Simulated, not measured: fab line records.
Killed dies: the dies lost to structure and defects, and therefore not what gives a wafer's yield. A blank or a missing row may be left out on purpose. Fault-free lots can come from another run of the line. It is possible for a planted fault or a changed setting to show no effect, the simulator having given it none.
Comparing a struck lot with a sound one / flow nand-harc / 24 steps out of a route of 1159
Sound: these wafers, L606.1, L606.4, L606.5. Wafers L605.1, L605.3, L605.5 were the ones struck. The cause is given at the end.
For every step that has rows: the tool of each side, followed by ch and its chambers, followed by its first start. Under that, the readings that differ: sound wafers / struck wafers / difference of the means / sigmas: that difference in standard deviations of wafers without a fault.
alike: words and numbers the same on both sides, and readings whose means are apart by under 2 such deviations; not compared: readings that were withheld, readings missing a value for some wafer, numbers with overlapping values and no deviation given by the record, and bounds like >300 which may hide the same value.
The two part at a step that has a row with sigmas, a row that says differs or no value, or rows on one side only. Numbers that don't overlap but have no deviation are shown without sigmas and don't part them. A reading missing from all wafers of one side parts the sides only when that side holds two or more wafers.

first, 1 step without rows for these wafers: NHARC_A_CHANNEL_HOLE_D1_ETCH_39 (etches the open film in N2/H2, target depth 260 nm, time 325 s).
NHARC_A_CHANNEL_HOLE_D1_ETCH_34: etches the open film in CF4/CHF3, target depth 154 nm, time 77 s.
  sound on rie-diel-04 ch 1,3; struck on rie-diel-04 ch 0,1,3
reading=throttle-valve-pct (%); sound=16.827 16.814 16.815; struck=16.791 16.794 16.795; difference=-0.025; sigmas=-3
  alike: bias-w, cf4-flow-sccm, drypump-motor-current-A, oes-product-au, rf-vpp-V, showerhead-plenum-p-Torr
  not compared: rf-hours-counter-h
then, 1 step without rows for these wafers: NHARC_A_CHANNEL_HOLE_D1_ETCH_16 (etches the open film in O2/COS, target depth 3100 nm, time 806 s).
NHARC_A_CHANNEL_HOLE_D1_CD_MEAS_18:
  struck on cd-sem-02, day 11 11:10; sound on cd-sem-01, day 11 13:18
  alike: cd-nm
then, 1 step without rows for these wafers: NHARC_A_CHANNEL_HOLE_D1_ETCH_19 (etches the open film in C4F8/O2/Ar, time 34.5 s).
NHARC_A_CHANNEL_HOLE_D1_ETCH_20: etches the open film in C4F8/O2/Ar, time 361.9 s, target depth 1600 nm.
  sound on har-etch-01 ch 0,1, day 11 16:50; struck on har-etch-01 ch 0,1, day 11 12:39
  alike: c4f8-flow-sccm, chamber-pressure-mTorr, drypump-motor-current-A, o2-flow-sccm, showerhead-plenum-p-Torr, throttle-valve-pct
  not compared: rf-hours-counter-h
then, 2 steps without rows for these wafers: NHARC_A_CHANNEL_HOLE_D1_ETCH_21 (etches the open film in C4F8/O2/Ar, time 514.3 s, target depth 1600 nm); NHARC_A_CHANNEL_HOLE_D1_ETCH_22 (etches the open film in C4F8/O2/Ar, time 666.7 s, target depth 1600 nm).
NHARC_A_CHANNEL_HOLE_D1_ETCH_23: etches the open film in C4F8/O2/Ar, time 819 s, target depth 1600 nm.
  sound on har-etch-01 ch 0,1, day 11 18:09; struck on har-etch-01 ch 0,1, day 11 13:58
  alike: c4f8-flow-sccm, chamber-pressure-mTorr, drypump-motor-current-A, o2-flow-sccm, showerhead-plenum-p-Torr, throttle-valve-pct
  not compared: rf-hours-counter-h
NHARC_A_CHANNEL_HOLE_D1_ETCH_24: etches the open film in C4F8/O2/Ar, time 906.2 s, target depth 1500 nm.
  sound on har-etch-01 ch 0,1, day 11 18:51; struck on har-etch-01 ch 0,1, day 11 14:40
  alike: c4f8-flow-sccm, chamber-pressure-mTorr, drypump-motor-current-A, o2-flow-sccm, showerhead-plenum-p-Torr, throttle-valve-pct
  not compared: rf-hours-counter-h
then, 1 step without rows for these wafers: NHARC_A_CHANNEL_HOLE_D1_ETCH_25 (etches the open film in C4F8/O2/Ar, time 1040.2 s, target depth 1500 nm).
NHARC_A_CHANNEL_HOLE_D1_ETCH_26: etches the open film in C4F8/O2/Ar, time 224.1 s, target depth 300 nm.
  sound on har-etch-01 ch 0,1, day 11 20:29; struck on har-etch-01 ch 0,1, day 11 16:20
  alike: bias-v, c4f8-flow-sccm, drypump-motor-current-A, o2-flow-sccm, showerhead-plenum-p-Torr, throttle-valve-pct
  not compared: rf-hours-counter-h
NHARC_A_CHANNEL_HOLE_D1_ETCH_33: etches the open film in C4F8/O2/Ar, time 90 s, target depth 400 nm.
  sound on har-etch-01 ch 0,1, day 11 20:41; struck on har-etch-01 ch 0,1, day 11 16:32
  no value came back on the struck wafers for any of 6 readings (bias-v (V), c4f8-flow-sccm (sccm) and others); on the sound wafers bias-v (V) reads 393 394 399
  not compared: rf-hours-counter-h
then, 7 steps without rows for these wafers: NHARC_A_CHANNEL_HOLE_D1_STRIP_41 (strips in N2/H2); NHARC_A_CHANNEL_HOLE_D1_STRIP_42 (strips in CF4/CHF3); NHARC_A_CHANNEL_HOLE_D1_STRIP_43 (strips in O2/COS); NHARC_A_CHANNEL_HOLE_D1_ETCH_44 (etches the open film in CF4/O2, target depth 140 nm, overetch 14 nm, time 77 s); NHARC_A_CHANNEL_HOLE_D1_STRIP_27 (strips in O2); NHARC_A_CHANNEL_HOLE_D1_PRECLEAN_28 (cleans in SC1); NHARC_A_CHANNEL_HOLE_D1_SRD_29.
NHARC_A_CHANNEL_HOLE_D1_CD_MEAS_30:
  struck on cd-sem-02, day 11 18:05; sound on cd-sem-03, day 11 22:14
  alike: cd-nm
NHARC_A_CHANNEL_HOLE_D1_XSEM_31:
  sound on xsem-01 ch 0, day 11 22:19; struck on xsem-01 ch 0
reading=bow-nm (nm); sound=8.48 8.44 8.41; struck=- - -; difference=no value on the struck wafers; sigmas=
  alike: bot-cd-nm, tilt-deg
NHARC_A_CHANNEL_HOLE_D1_INSPECT_40:
  struck on defect-inspect-02, day 11 18:28; sound on defect-inspect-01, day 11 22:25
  alike: raw-defect-count
-- the record jumps here: 11 days lie between the struck wafers' starts before and after (it left off in module A_CHANNEL_HOLE_D1 and takes up again in module END, whose first step shown is number 1159 of the route) --
NHARC_END_SORT_01:
  sound on prober-01 ch 0, day 22 15:13; struck on prober-01 ch 0, day 22 07:21
reading=killed-at-array; sound=39 44 36; struck=674 674 675; difference=+635; sigmas=+58
reading=killed-dies; sound=40 51 38; struck=677 677 677; difference=+634; sigmas=+53
  alike: killed-at-other, killed-at-periphery, killed-open, killed-short
  not compared: hold

== WHERE THEY PART ==
At NHARC_A_CHANNEL_HOLE_D1_ETCH_34 first; at NHARC_END_SORT_01 last (within this record only).

WHY: what the simulator had put in
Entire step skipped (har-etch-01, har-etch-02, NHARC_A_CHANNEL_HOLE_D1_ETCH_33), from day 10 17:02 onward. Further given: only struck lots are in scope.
